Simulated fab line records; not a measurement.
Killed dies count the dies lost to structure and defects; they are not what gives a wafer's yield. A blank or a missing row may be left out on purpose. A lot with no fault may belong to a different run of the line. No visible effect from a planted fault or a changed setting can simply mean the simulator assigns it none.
Chamber matching :: flow n5Finfet :: 4 sister chambers for N5_BEOL_M9_ALD_74 on aldMetal-01
The step deposits TaN, target thk 2 nm, pulse time 2 s, purge time 3 s. 20 wafers are shown with their chamber, then 10 later ones without.

== WAFERS WITH THEIR CHAMBER ==
wafer: L074.1
chamber: 2
heaterPowerW (W): 329
precursorVesselPressureTorr (Torr): 26.29

wafer: L074.4
chamber: 3
heaterPowerW (W): 424
precursorVesselPressureTorr (Torr): 26.24

wafer: L074.5
chamber: 1
heaterPowerW (W): 385
precursorVesselPressureTorr (Torr): 26.24

wafer: L078.2
chamber: 3
heaterPowerW (W): 427
precursorVesselPressureTorr (Torr): 26.18

wafer: L078.4
chamber: 2
heaterPowerW (W): 327
precursorVesselPressureTorr (Torr): 26.19

wafer: L078.6
chamber: 2
heaterPowerW (W): 320
precursorVesselPressureTorr (Torr): 26.20

wafer: L081.2
chamber: 2
heaterPowerW (W): 331
precursorVesselPressureTorr (Torr): 26.21

wafer: L081.3
chamber: 1
heaterPowerW (W): 385
precursorVesselPressureTorr (Torr): 26.29

wafer: L081.4
chamber: 3
heaterPowerW (W): 431
precursorVesselPressureTorr (Torr): 26.34

wafer: L083.1
chamber: 2
heaterPowerW (W): 324
precursorVesselPressureTorr (Torr): 26.24

wafer: L083.2
chamber: 1
heaterPowerW (W): 392
precursorVesselPressureTorr (Torr): 26.27

wafer: L083.3
chamber: 3
heaterPowerW (W): 427
precursorVesselPressureTorr (Torr): 26.35

wafer: L085.1
chamber: 0
heaterPowerW (W): 426
precursorVesselPressureTorr (Torr): 26.20

wafer: L085.3
chamber: 2
heaterPowerW (W): 332
precursorVesselPressureTorr (Torr): 26.27

wafer: L085.5
chamber: 2
heaterPowerW (W): 325
precursorVesselPressureTorr (Torr): 26.29

wafer: L089.1
chamber: 0
heaterPowerW (W): 423
precursorVesselPressureTorr (Torr): 26.21

wafer: L089.5
chamber: 2
heaterPowerW (W): 319
precursorVesselPressureTorr (Torr): 26.18

wafer: L089.6
chamber: 3
heaterPowerW (W): 430
precursorVesselPressureTorr (Torr): 26.27

wafer: L088.1
chamber: 1
heaterPowerW (W): 387
precursorVesselPressureTorr (Torr): 26.32

wafer: L088.4
chamber: 0
heaterPowerW (W): 427
precursorVesselPressureTorr (Torr): 26.16

SIGNATURES (averages over the wafers above)
reading: heaterPowerW
chamber 0: 425.33
chamber 1: 387.25
chamber 2: 325.88
chamber 3: 427.80
scatter within a chamber: 3.82

reading: precursorVesselPressureTorr
chamber 0: 26.1900
chamber 1: 26.2800
chamber 2: 26.2338
chamber 3: 26.2760
scatter within a chamber: 0.0494
Rule: a wafer's distance from a chamber is the root of the sum, over the readings, of the square of ((its reading less the chamber's mean) divided by the reading's scatter). If the next closest chamber is less than 2 further off than the closest, the wafer can't be placed; otherwise it belongs to the closest. The scatter: take each reading less its chamber's mean, square it, sum over the shown wafers, divide by the number of wafers less the number of chambers, and take the root.

== WAFERS WITHOUT THEIR CHAMBER ==
wafer: L088.6
heaterPowerW (W): 424
precursorVesselPressureTorr (Torr): 26.20

wafer: L091.2
heaterPowerW (W): 434
precursorVesselPressureTorr (Torr): 26.31

wafer: L091.5
heaterPowerW (W): 422
precursorVesselPressureTorr (Torr): 26.33

wafer: L091.6
heaterPowerW (W): 427
precursorVesselPressureTorr (Torr): 26.31

wafer: L094.1
heaterPowerW (W): 425
precursorVesselPressureTorr (Torr): 26.30

wafer: L094.5
heaterPowerW (W): 327
precursorVesselPressureTorr (Torr): 26.19

wafer: L094.6
heaterPowerW (W): 414
precursorVesselPressureTorr (Torr): 26.25

wafer: L096.1
heaterPowerW (W): 369
precursorVesselPressureTorr (Torr): 26.24

wafer: L096.4
heaterPowerW (W): 386
precursorVesselPressureTorr (Torr): 26.20

wafer: L096.5
heaterPowerW (W): 318
precursorVesselPressureTorr (Torr): 26.28

== EACH ONE'S CHAMBER ==
wafer: L088.6
from the rows above: can't be placed: 0 or 3
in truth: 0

wafer: L091.2
from the rows above: can't be placed: 3 or 0
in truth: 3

wafer: L091.5
from the rows above: can't be placed: 3 or 0
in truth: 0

wafer: L091.6
from the rows above: can't be placed: 3 or 0
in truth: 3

wafer: L094.1
from the rows above: can't be placed: 3 or 0
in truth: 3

wafer: L094.5
from the rows above: 2
in truth: 2

wafer: L094.6
from the rows above: can't be placed: 0 or 3
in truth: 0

wafer: L096.1
from the rows above: 1
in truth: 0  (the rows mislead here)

wafer: L096.4
from the rows above: 1
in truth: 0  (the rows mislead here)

wafer: L096.5
from the rows above: 2
in truth: 2
Correct placement for 2 of the 10. Can't be placed from these rows: 6 (the true chamber is among the candidates in 6). Wrongly placed: 2.
